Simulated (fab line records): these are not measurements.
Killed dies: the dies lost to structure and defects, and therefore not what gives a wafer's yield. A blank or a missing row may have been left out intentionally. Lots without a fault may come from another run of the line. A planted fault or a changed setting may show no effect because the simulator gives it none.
Split-lot experiment    flow n5Finfet    on a route of 1938 steps: 7 lots, 21 wafers read

== THE SPLIT ITSELF ==
At N5_BEOL_M4_TRENCH_ETCH_37 (etches SiOC in C4F6/O2, target depth 55.555 nm, time 29.2 s), the setting biasW was moved away from the recipe's 185 W on 7 of the 21 wafers read, by -9.4% to +12.8%. This setting was run at the recipe's value on the other wafers.

The reading is taken at the split's own step.

== THE READING ==
rfVppV, in V, at N5_BEOL_M4_TRENCH_ETCH_37 (etches SiOC in C4F6/O2, target depth 55.555 nm, time 29.2 s). Typical for fault-free wafers on this fab line: 660 V, with standard deviation 11 V.

wafer   tool, chamber at the split  biasW as run, W  against the recipe  rfVppV, V  against lot-mates on the recipe
L075.2  rieDiel-06, 0               185              recipe              671        -
L075.4  rieDiel-06, 3               185              recipe              656        -
L075.6  rieDiel-06, 1               185              recipe              674        -
L078.1  rieDiel-04, 1               185              recipe              651        -
L078.4  rieDiel-04, 3               196.3            +6.1%               688        +34
L078.6  rieDiel-04, 3               185              recipe              657        -
L082.2  rieDiel-06, 2               185              recipe              652        -
L082.3  rieDiel-06, 1               167.7            -9.4%               622        -30
L082.6  rieDiel-06, 1               167.7            -9.4%               623        -29
L084.1  rieDiel-06, 1               185              recipe              672        -
L084.2  rieDiel-06, 3               185              recipe              656        -
L084.3  rieDiel-06, 0               185              recipe              672        -
L087.4  rieDiel-04, 1               208.7            +12.8%              716        +66
L087.5  rieDiel-04, 2               208.7            +12.8%              715        +65
L087.6  rieDiel-04, 1               185              recipe              650        -
L093.2  rieDiel-04, 3               185              recipe              656        -
L093.4  rieDiel-04, 2               185              recipe              649        -
L093.5  rieDiel-04, 3               185              recipe              658        -
L096.1  rieDiel-04, 3               203.3            +9.9%               707        +49
L096.4  rieDiel-04, 0               185              recipe              658        -
L096.5  rieDiel-04, 2               203.3            +9.9%               697        +39

THE FIT
A straight line over all 21 wafers: rfVppV changes by +4.24 V for each +1% of biasW; r = +0.96; the points scatter about the line by 7.6 V.
The same after taking each lot's own level away (the mean of its wafers on the recipe; 21 wafers): +4.39 V for each +1%; r = +0.97; scatter 6.7 V.
Per that fit: largest biasW move, reading shift of 56 V.
From 650.0 to 667.0 V: that is the span of the lots' own levels, equal to 1.5 times the standard deviation above.
Consequently the slope shifts little with the lot-to-lot level, the two slopes agreeing.
Check: for one of the wafers moved furthest among these (+12.8%), held out of the fit, the line's prediction against its lot-mates is +56.4 V. It came out at +66 V against them.
Tool readings at the split's step, against how far the setting was moved: rfVppV r = +0.96.

== THE OTHER SPLITS THESE WAFERS WENT THROUGH ==
Before the reading, these wafers also passed through other splits. Each is held against what the fit with the lots' levels taken away leaves over:
other split on the same wafers  wafers away from the commonest value  r with rfVppV (lot level and that fit taken away)
N5_BEOL_M4_DESCUM_33 timeS      6                                     -0.07

== THE FILE'S OWN FIT ==
rfVppV changes by +4.53 V for each +1% of biasW, r = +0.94.
